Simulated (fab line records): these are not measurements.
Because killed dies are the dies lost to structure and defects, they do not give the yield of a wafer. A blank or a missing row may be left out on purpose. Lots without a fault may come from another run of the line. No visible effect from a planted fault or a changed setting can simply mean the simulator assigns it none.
Chamber matching -- flow n5-finfet -- 3 sister chambers for N5_BEOL_M6_ILD_DEP_00 on pecvd-04
The step deposits SiCOH lowk from DEMS/porogen, target thk 179.75 nm, time 33.4 s. 6 wafers are shown with their chamber, then 11 later ones without.

WAFERS WITH THEIR CHAMBER
wafer,chamber,throttle-valve-pct (%),showerhead-vpp-V (V)
L083.3,0,13.8,1255
L083.4,2,12.1,1411
L086.1,0,14.1,1276
L086.2,2,12.3,1411
L086.4,1,15.1,1323
L087.1,1,15.1,1312

WAFERS WHOSE CHAMBER IS MISSING
wafer,throttle-valve-pct (%),showerhead-vpp-V (V)
L087.5,13.6,1272
L087.6,15.2,1308
L093.2,15.0,1317
L093.5,14.0,1267
L093.6,15.1,1332
L096.1,14.7,1308
L096.2,13.7,1272
L096.5,15.1,1308
L097.1,15.2,1334
L097.2,14.1,1277
L097.5,12.3,1424

THE CHAMBER EACH PASSED THROUGH
wafer,from the rows above,in truth
L087.5,0,0
L087.6,1,1
L093.2,1,1
L093.5,0,0
L093.6,1,1
L096.1,1,1
L096.2,0,0
L096.5,1,1
L097.1,1,1
L097.2,0,0
L097.5,2,2
Placed correctly: 11 of 11. Can't be placed from these rows: 0. 0 placed wrongly.
How it was worked out, from the rows above alone: a wafer's distance from a chamber is the root of the sum, over the readings, of the square of ((its reading less the chamber's mean) divided by the reading's scatter). The wafer belongs to the nearest chamber; if the next one is less than 2 further off, it can't be placed. Each chamber's mean is taken over the wafers shown for it. How the scatter is found: for the shown wafers, subtract from each reading the mean of its chamber, square and add these, divide the total by (wafers less chambers), then take the root.
